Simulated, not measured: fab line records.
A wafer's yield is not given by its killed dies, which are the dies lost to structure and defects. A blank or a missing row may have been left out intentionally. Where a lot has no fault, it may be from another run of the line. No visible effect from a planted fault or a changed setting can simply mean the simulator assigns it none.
Which of the tools did it? -- flow n5Finfet -- 9 lots, 27 wafers sampled, at 5 steps of a route of 1938

== WHAT EACH GAUGE READ, for each wafer ==
N5_BEOL_M4_RC_MEAS_101. Usual: DIBL_N 35.9 mV/V, standard deviation 1.2; DIBL_P 35.9 mV/V, standard deviation 1.4; IOFF_N 0.149 nA/um, standard deviation 0.02; IOFF_P 0.205 nA/um, standard deviation 0.022; ION_N 671 uA/um, standard deviation 8.8; ION_P 461 uA/um, standard deviation 5.9; SS_N 71.4 mV/dec, standard deviation 0.51; SS_P 73.2 mV/dec, standard deviation 0.56; VT_N 250.6 mV, standard deviation 2.5; VT_P -250.1 mV, standard deviation 2.3.
lot,measured,on,DIBL_N (mV/V),DIBL_P (mV/V),IOFF_N (nA/um),IOFF_P (nA/um),ION_N (uA/um),ION_P (uA/um),SS_N (mV/dec),SS_P (mV/dec),VT_N (mV),VT_P (mV),flag
L912,day 9 16:29,prober-02,36.4 36.8 36.7,35.8 35.7 36.5,0.157 0.157 0.165,0.223 0.233 0.243,676 671 671,466 466 465,71.5 72.5 71.3,73.6 73.6 72.3,249.7 250.3 249.1,-246.2 -248.6 -247.0,
L913,day 9 22:42,prober-01,35.4 33.3 34.8,34.4 32.3 34.4,0.140 0.110 0.138,0.211 0.177 0.211,667 657 667,460 453 460,71.2 70.9 70.9,73.0 72.9 72.8,250.7 254.6 249.5,-247.5 -249.7 -247.5,
L914,day 11 01:32,prober-02,37.0 35.5 38.0,37.7 36.1 38.8,0.184 0.155 0.207,0.238 0.216 0.269,672 674 686,458 463 467,71.2 70.7 72.1,73.6 73.3 73.7,248.2 249.1 248.1,-247.7 -250.2 -247.6,
L916,day 11 06:17,prober-02,37.3 37.2 36.7,36.6 37.1 36.6,0.157 0.161 0.153,0.214 0.222 0.214,664 674 676,461 467 463,72.2 71.4 71.5,73.2 73.3 73.2,249.4 248.5 248.4,-245.2 -248.9 -249.7,
L928,day 13 09:41,prober-01,36.2 36.0 36.6,37.5 37.1 38.0,0.150 0.156 0.162,0.202 0.198 0.208,672 672 674,464 458 465,71.1 70.9 71.8,73.4 73.2 73.9,249.7 249.8 247.4,-249.9 -249.9 -251.6,
L930,day 13 14:58,prober-01,36.7 34.8 33.6,37.7 36.1 34.2,0.181 0.152 0.127,0.239 0.213 0.178,684 665 669,470 465 454,72.0 71.1 71.3,73.6 72.9 72.1,248.6 250.1 250.2,-250.1 -251.6 -253.0,
L932,day 15 04:07,prober-02,35.6 36.9 36.2,35.4 37.1 35.8,0.138 0.156 0.145,0.189 0.223 0.202,679 673 665,462 460 456,71.5 71.5 71.6,73.1 73.9 72.9,250.3 247.9 247.4,-253.0 -248.4 -251.8,
L933,day 14 11:42,prober-01,34.6 37.2 34.8,33.9 36.8 34.6,0.118 0.165 0.129,0.166 0.211 0.175,658 676 665,451 461 456,71.4 71.7 71.1,72.5 73.7 72.6,255.1 248.7 254.3,-253.8 -246.3 -252.8,
L934,day 16 00:40,prober-02,37.5 36.5 36.1,35.7 34.1 34.7,0.171 0.145 0.144,0.244 0.216 0.222,680 664 673,473 461 470,71.2 71.5 71.0,74.4 74.0 73.2,247.1 249.7 249.8,-247.2 -248.4 -246.4,

== WHICH TOOL RAN EACH LOT (tool, then ch and the chambers of the sampled wafers, then the start) ==
lot,N5_MOL_CONTACT_COAG_ETCH_106,N5_MOL_CONTACT_COAG_PRE_CLEAN_141,N5_MOL_CONTACT_COAG_CO_FILL_22,N5_MOL_CONTACT_COAG_CMP_23
L912,"rieDiel-03 ch 1,3, day 4 23:44","pvdSputter-02, day 5 04:02","cvdCo-01 ch 0,2, day 5 04:13","cmp-01 ch 0,3, day 5 07:15"
L913,"rieDiel-06 ch 2,3, day 5 03:28","pvdSputter-03, day 5 06:40","cvdCo-02 ch 0,1,2, day 5 06:52","cmp-03 ch 0,1,2, day 5 10:20"
L914,"rieDiel-03 ch 0,1,3, day 5 11:02","pvdSputter-02, day 5 15:37","cvdCo-01 ch 0,1,2, day 5 15:47","cmp-01 ch 0,1,3, day 5 20:05"
L916,"rieDiel-05 ch 1,2,3, day 5 23:18","pvdSputter-02, day 6 01:51","cvdCo-01 ch 1,2, day 6 02:02","cmp-01 ch 0,2,3, day 6 03:57"
L928,"rieDiel-06 ch 2,3, day 9 00:46","pvdSputter-02, day 9 04:51","cvdCo-02 ch 0,2, day 9 05:02","cmp-01 ch 0,1,2, day 9 08:09"
L930,"rieDiel-05 ch 0,1,3, day 9 12:22","pvdSputter-02, day 9 17:29","cvdCo-01 ch 1,2, day 9 17:40","cmp-03 ch 1,2, day 9 21:04"
L932,"rieDiel-05 ch 0,1,2, day 10 03:14","pvdSputter-01, day 10 06:56","cvdCo-02 ch 0,2, day 10 07:07","cmp-04 ch 0,1, day 10 11:04"
L933,"rieDiel-06 ch 0,1,3, day 10 13:37","pvdSputter-01, day 10 15:38","cvdCo-01 ch 0,2, day 10 15:49","cmp-03 ch 2,3, day 10 18:49"
L934,"rieDiel-06 ch 1,2,3, day 10 16:32","pvdSputter-02, day 10 19:04","cvdCo-02 ch 0,1,2, day 10 19:15","cmp-04 ch 0,1,2, day 10 21:43"
- N5_MOL_CONTACT_COAG_ETCH_106: etches SOC in N2/H2, target depth 80 nm, overetch 16 nm, time 120 s.
- N5_MOL_CONTACT_COAG_PRE_CLEAN_141: time 60 s.
- N5_MOL_CONTACT_COAG_CO_FILL_22: material Co, precursor CCTBA/H2, target thk 20 nm.
- N5_MOL_CONTACT_COAG_CMP_23: polishes, stops on SiO2, t overpolish 1.5 s, target thk 0 nm.

== AS READ BY THE TOOLS THEMSELVES (means over the sampled wafers that have a number; for cases with no such wafer, the mark the record gives instead) ==
N5_MOL_CONTACT_COAG_ETCH_106. Usual: biasW 149.9 W, standard deviation 0.47; drypumpMotorCurrentA 5.7 A, standard deviation 0.45; oesProductAu 0.69 a.u., standard deviation 0.068; rfVppV 522.8 V, standard deviation 1.9; showerheadPlenumPTorr 2.51 Torr, standard deviation 0.064; throttleValvePct 18.02 %, standard deviation 0.27.
lot,tool,biasW (W),drypumpMotorCurrentA (A),oesProductAu (a.u.),rfVppV (V),showerheadPlenumPTorr (Torr),throttleValvePct (%),flag
L912,rieDiel-03,150.1,5.4,0.65,523.4,2.53,17.93,
L913,rieDiel-06,149.9,5.1,0.68,523.9,2.53,18.18,
L914,rieDiel-03,149.5,5.5,0.66,522.0,2.50,18.06,
L916,rieDiel-05,150.5,6.1,0.66,522.7,2.50,18.13,
L928,rieDiel-06,149.5,5.3,0.69,524.4,2.55,18.01,
L930,rieDiel-05,149.7,6.1,0.69,522.7,2.47,17.94,
L932,rieDiel-05,149.5,6.4,0.69,522.1,2.47,17.85,
L933,rieDiel-06,150.1,5.5,0.80,520.6,2.47,17.90,
L934,rieDiel-06,150.6,5.4,0.76,522.8,2.50,17.94,

N5_MOL_CONTACT_COAG_PRE_CLEAN_141. Usual: heaterPowerW at 462 W, with a standard deviation of 65.
lot,tool,heaterPowerW (W),flag
L912,pvdSputter-02,425,
L913,pvdSputter-03,402,
L914,pvdSputter-02,437,
L916,pvdSputter-02,432,
L928,pvdSputter-02,422,
L930,pvdSputter-02,423,
L932,pvdSputter-01,558,
L933,pvdSputter-01,448,
L934,pvdSputter-02,444,

N5_MOL_CONTACT_COAG_CO_FILL_22. Usual: heaterPowerW at 240 W, with a standard deviation of 18.
lot,tool,heaterPowerW (W),flag
L912,cvdCo-01,230,
L913,cvdCo-02,240,
L914,cvdCo-01,244,
L916,cvdCo-01,245,
L928,cvdCo-02,239,
L930,cvdCo-01,246,
L932,cvdCo-02,243,
L933,cvdCo-01,232,
L934,cvdCo-02,232,

N5_MOL_CONTACT_COAG_CMP_23. Usual: motorCurrentA 8.3 A, standard deviation 0.6; overpolishRunS 1.499 s, standard deviation 0.0094; platenRpm 50.29 rpm, standard deviation 0.034; timeToEndpointS 9.7 s, standard deviation 1.8.
lot,tool,motorCurrentA (A),overpolishRunS (s),platenRpm (rpm),timeToEndpointS (s),flag
L912,cmp-01,8.3,1.495,50.29,11.3,
L913,cmp-03,8.2,1.501,50.29,6.8,
L914,cmp-01,8.1,1.494,50.29,11.4,
L916,cmp-01,8.4,1.517,50.30,11.4,
L928,cmp-01,8.7,1.505,49.59,9.0,OFF
L930,cmp-03,8.5,1.498,50.29,8.3,
L932,cmp-04,7.6,1.495,50.29,8.7,
L933,cmp-03,9.6,1.503,50.28,10.8,
L934,cmp-04,8.2,1.496,50.27,11.7,

== THE ANSWER, worked out from the rows above alone ==
Rule: take the mean of a lot's wafers that have a number; if it is more than 3 standard deviations from the usual mean, the lot is off. Also off: a lot with no number at a reading for which 4 or more lots have one. Where the step has rows for the other lots, those lots are counted as sound. Order of review: gauges by route order, followed by the tools' own readings, for which a lot's mean as printed above is used. At the first step where some lot is off, the reading lying furthest off is the one used; lots without a number count as furthest.
Off: L928 (N5_MOL_CONTACT_COAG_CMP_23, platenRpm).
A tool fits if, at that step or a process step before it, it ran every lot that is off, and no sound lot after the first of them. One fits: cmp-01 at N5_MOL_CONTACT_COAG_CMP_23. Its last sound lot is L916 (day 6 03:57), its first lot that is off L928 (day 9 08:09): a fault that began between those two fits.
The tool's own readings at N5_MOL_CONTACT_COAG_CMP_23 bear it out: on the lots that are off they differ by more than 5 times the standard deviation of the sound lots' means. platenRpm reads 49.59 rpm there against 50.29 rpm on the sound lots.

== WHAT THE SIMULATOR PUT IN ==
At N5_MOL_CONTACT_COAG_CMP_23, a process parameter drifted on cmp-01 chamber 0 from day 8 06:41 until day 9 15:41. A move of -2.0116 in setting platenRpm, from 50.289. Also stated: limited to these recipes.
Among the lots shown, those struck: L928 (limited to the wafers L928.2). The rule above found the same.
